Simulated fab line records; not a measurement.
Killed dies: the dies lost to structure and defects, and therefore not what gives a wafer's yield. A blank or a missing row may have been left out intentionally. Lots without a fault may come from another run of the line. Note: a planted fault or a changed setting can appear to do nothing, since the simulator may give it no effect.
2 desks looking at one fault :: flow nand-harc :: each desk has only its own numbers; what lay behind them comes last

== THE TOOL OWNER'S DESK: pecvd-onon-02 ==
The tool's own readings at NHARC_A_ONON_D1_DEP_16 (target thk 1000 nm): means of the sampled wafers that have a number, for each lot that ran on this tool. If a lot's mean is further than 4 standard deviations from the usual mean, the lot is out of limits and carries the mark OUT (the distance appears in the brackets).
Columns: A = susceptor-temp-C at NHARC_A_ONON_D1_DEP_16, usual 400.03 C
lot: L106
first seen here: day 8 06:58
A: 399.74

lot: L110
first seen here: day 9 08:25
A: 399.60

lot: L113
first seen here: day 9 23:12
A: 400.10
This desk's finding: nothing out of limits on any of the 3 lots.

== THE METROLOGY DESK ==
Means of the sampled wafers that have a number, per lot and without regard to the tool the lot ran on: this is what the gauges read. If a lot's mean is further than 4 standard deviations from the usual mean, the lot is out of limits and carries the mark OUT (the distance appears in the brackets).
Columns: A = cd-nm at NHARC_A_ZERO_WELL_CD_MEAS_10, usual 2000.4 nm; B = thk-nm at NHARC_A_ONON_D1_THK_MEAS_18, usual 1005 nm
lot: L105
first seen here: day 6 23:05
A: 2001.2
B: 1006

lot: L106
first seen here: day 7 00:30
A: 1999.5
B: 1004

lot: L110
first seen here: day 8 03:23
A: 1999.9
B: 706 (-38) OUT

lot: L113
first seen here: day 8 10:30
A: 2000.7
B: 700 (-39) OUT

lot: L115
first seen here: day 9 02:01
A: 2001.2
B: 999

lot: L119
first seen here: day 9 21:43
A: 1998.9
B: 997

lot: L122
first seen here: day 10 15:50
A: 1999.8
B: 1009

lot: L124
first seen here: day 10 23:37
A: 1999.1
B: 1009

lot: L123
first seen here: day 11 05:28
A: 2002.1
B: 990

lot: L125
first seen here: day 12 03:50
A: 1999.5
B: 1011

lot: L126
first seen here: day 12 04:52
A: 2001.7
B: 1004

lot: L127
first seen here: day 12 05:17
A: 2001.5
B: 1007

lot: L128
first seen here: day 12 13:13
A: 1999.5
B: 1008
Finding of this desk: L110, L113 out of limits; the first was L110 at day 9 08:53, on thk-nm at NHARC_A_ONON_D1_THK_MEAS_18. Within limits: L105, L106, L115, L119, L122, L124, L123, L125, L126, L127, L128.

== BROUGHT TOGETHER ==
Metrology desk: alarm possible at day 9 08:53 on L110, L113.
Nothing out of limits was seen by the tool owner's desk.
On record at the tool owner's desk: L110, L113, within its limits.
Of the lots named, all ran NHARC_A_ONON_D1_DEP_16 on pecvd-onon-02.

== WHAT WAS PUT IN BY THE SIMULATOR ==
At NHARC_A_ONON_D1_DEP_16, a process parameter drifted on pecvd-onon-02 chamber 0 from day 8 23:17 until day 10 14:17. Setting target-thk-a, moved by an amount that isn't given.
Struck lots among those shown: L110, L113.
Per desk, hours elapsed from the start of the fault to the first reading out of limits: for the metrology desk, 10.
